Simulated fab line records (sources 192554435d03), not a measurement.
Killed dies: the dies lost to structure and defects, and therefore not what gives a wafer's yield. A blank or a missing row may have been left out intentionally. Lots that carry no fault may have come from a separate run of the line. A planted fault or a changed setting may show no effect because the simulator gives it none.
A struck lot beside a sound one	flow n5Finfet	39 steps out of a route of 1938
Sound: these wafers, L685.1, L685.2, L685.4. Wafers L693.2, L693.5 were the ones struck. The cause comes at the end.
Per side, at each step with rows, come the tool, then ch with its chambers, and then its first start. Under that, the readings that differ: sound wafers	struck wafers	difference of the means	sigmas: that difference in standard deviations of wafers without a fault.
alike: a reading whose means differ by less than 2 such deviations, as well as words and numbers matching on both sides. not compared: withheld readings; readings where some wafer has no value; bounds like >300 that might hide an equal value; numbers whose values overlap and for which the record gives no deviation.
Wherever a step has rows on one side only, a row that says differs or no value, or a row with sigmas, the two part there. Numbers that don't overlap but have no deviation are shown without sigmas and don't part them. A reading that every wafer of one side lacks parts them only if that side has two wafers or more.

first, 9 steps without rows for these wafers: N5_BEOL_M12_SOFTBAKE_23 (time 60 s); N5_BEOL_M12_EXPOSE_25 (exposes mask M12); N5_BEOL_M12_PEB_26 (peb time 90 s); N5_BEOL_M12_DEVELOP_27 (develop time 45 s); N5_BEOL_M12_HARDBAKE_32 (time 120 s); N5_BEOL_M12_DESCUM_33 (chemistry O2, time 7.9 s); N5_BEOL_M12_ETCH_67 (etches SiARC in CF4, target depth 143 nm, time 238.3 s); N5_BEOL_M12_ETCH_68 (etches SOC in N2/H2, time 285 s); N5_BEOL_M12_STRIP_69 (strips in N2/H2).
N5_BEOL_M12_TRENCH_ETCH_34: etches SiOC in C4F8/O2/Ar, target depth 318.95 nm, time 125.5 s.
  sound on rieDiel-04 ch 1,2,3, day 13 12:46; struck on rieDiel-04 ch 2,3, day 15 13:43
reading	sound	struck	difference	sigmas
oesProductAu (a.u.)	0.73 0.85 0.91	0.59 0.72	-0.17	-3
model.etch.depthNm (nm)	317.3 322.2 330.3	228.7 235.7	-91.1	
  alike: O2_flow_sccm, drypumpMotorCurrentA, rfVppV, showerheadPlenumPTorr, throttleValvePct
  not compared: rfHoursCounterH
then, 1 step without rows for these wafers: N5_BEOL_M12_STRIP_70 (strips in C4F8/O2/Ar).
N5_BEOL_M12_OCD_MEAS_35:
  sound: ocd-01 at day 13 12:55; struck: ocd-01 at day 15 13:52
reading	sound	struck	difference	sigmas
trenchDepthNm (nm)	317 322 330	229 236	-90	-17
then, 11 steps without rows for these wafers: N5_BEOL_M12_STRIP_37 (strips in N2/H2); N5_BEOL_M12_ETCH_38 (etches SiCN in CF4/N2, target depth 68.7 nm, time 73.4 s); N5_BEOL_M12_PRECLEAN_39 (cleans in residue remover, time 60 s); N5_BEOL_M12_SRD_40 (time 30 s, dry time 30 s); N5_BEOL_M12_DEGAS_41 (time 60 s); N5_BEOL_M12_PRE_CLEAN_42 (time 30 s); N5_BEOL_M12_SPUTTER_43 (material TaN, target thk 15 nm, time 24.19 s); N5_BEOL_M12_SPUTTER_44 (material Ta, target thk 10 nm, time 16.13 s); N5_BEOL_M12_SPUTTER_45 (material Cu, target thk 80 nm, time 13.33 s); N5_BEOL_M12_ECD_47 (material Cu, target thk 720 nm); N5_BEOL_M12_ANNEAL_48 (time 90 s).
N5_BEOL_M12_CMP_49: polishes, stops on SiOC, t overpolish 20.6 s, target thk 320 nm.
  sound on cmp-02 ch 0,1,3, day 13 15:24; struck on cmp-02 ch 1,3, day 15 16:09
reading	sound	struck	difference	sigmas
barrierFieldEndpointS (s)	30.1 31.1 31.1	32.4 32.2	+1.5	+2
model.Cu_of_BEOL_M12_ECD_47.thkNm (nm)	319.8 324.8 332.4	230.8 237.8	-91.4	
  alike: motorCurrentA, overpolishRunS, platenRpm, retainingRingPressureFrac, slurryFlowMlMin
N5_BEOL_M12_THK_MEAS_50: measures by xrf.
  sound: filmMetro-01 at day 13 15:41; struck: filmMetro-02 at day 15 16:20
reading	sound	struck	difference	sigmas
M12_THK (nm)	331 339 345	240 247	-95	-15
then, 2 steps without rows for these wafers: N5_BEOL_M12_PRE_CLEAN_52 (time 15 s); N5_BEOL_M12_DEP_53 (deposits SiCN from 3MS/NH3, target thk 30 nm, time 10.5 s).
N5_BEOL_M12_RS_MEAS_54: measurement is done with a four-point probe.
  sound: filmMetro-01 at day 13 15:49; struck: filmMetro-01 at day 15 16:28
reading	sound	struck	difference	sigmas
M12_RS (ohm/sq)	0.0600 0.0591 0.0577	0.0846 0.0819	+0.0243	+22
then, 9 steps without rows for these wafers: N5_BEOL_M13_ILD_DEP_00 (deposits SiOC from DEMS/O2, target thk 837.92 nm, time 166.4 s); N5_BEOL_M13_COAT_58 (time 60 s, resist thk 89 nm); N5_BEOL_M13_COAT_04 (resist thk 400 nm); N5_BEOL_M13_EBR_06; N5_BEOL_M13_SOFTBAKE_05 (time 60 s); N5_BEOL_M13_EXPOSE_07 (exposes mask V12); N5_BEOL_M13_PEB_08 (peb time 90 s); N5_BEOL_M13_DEVELOP_09 (develop time 45 s); N5_BEOL_M13_HARDBAKE_14 (time 120 s).
N5_BEOL_M15_RC_MEAS_101:
  sound on prober-02 ch 0, day 14 09:19; struck on prober-02 ch 0, day 16 07:15
reading	sound	struck	difference	sigmas
COMB_M11 (S/m)	1.7e-11 1.7e-11 2.2e-11	1e-11 1.1e-11	-8e-12	-2
SERP_M10 (ohm/um)	3.24 3.04 3.14	2.84 3.05	-0.20	-2
SERP_M12 (ohm/um)	0.623 0.632 0.605	0.912 0.864	+0.268	+16
SERP_M12_max_site (ohm/um)	0.636 0.644 0.617	0.939 0.885	+0.280	+16
  alike: COMB_M10, COMB_M13, COMB_M14, COMB_M15, COMB_M5, COMB_M6, COMB_M7, COMB_M8, COMB_M9, SERP_M11, SERP_M13, SERP_M14, SERP_M5, SERP_M6, SERP_M7, SERP_M8, SERP_M9
N5_PASSIVATION_PROBE_49:
  sound: prober-01 at day 14 22:03; struck: prober-02 at day 17 01:11
reading	sound	struck	difference	sigmas
sort_bin_8_speed (%)	0 0 0	0.25 0	+0.12	+5
  alike: defectLimitedYield, killed_at_M0_to_M3, killed_at_M4_up, killedAtContacts, killedAtFrontEnd, killedAtOther, killedDies, killedOnRim, killedOpen, killedShort, sort_bin_5_function, sort_bin_6_memory, sortNPass

== WHERE THEY PART ==
At N5_BEOL_M12_TRENCH_ETCH_34 first; at N5_PASSIVATION_PROBE_49 last (within this record only).

WHY: what had been put in by the simulator
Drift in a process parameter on rieDiel-04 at N5_BEOL_M12_TRENCH_ETCH_34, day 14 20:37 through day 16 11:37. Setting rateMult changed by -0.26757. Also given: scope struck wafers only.
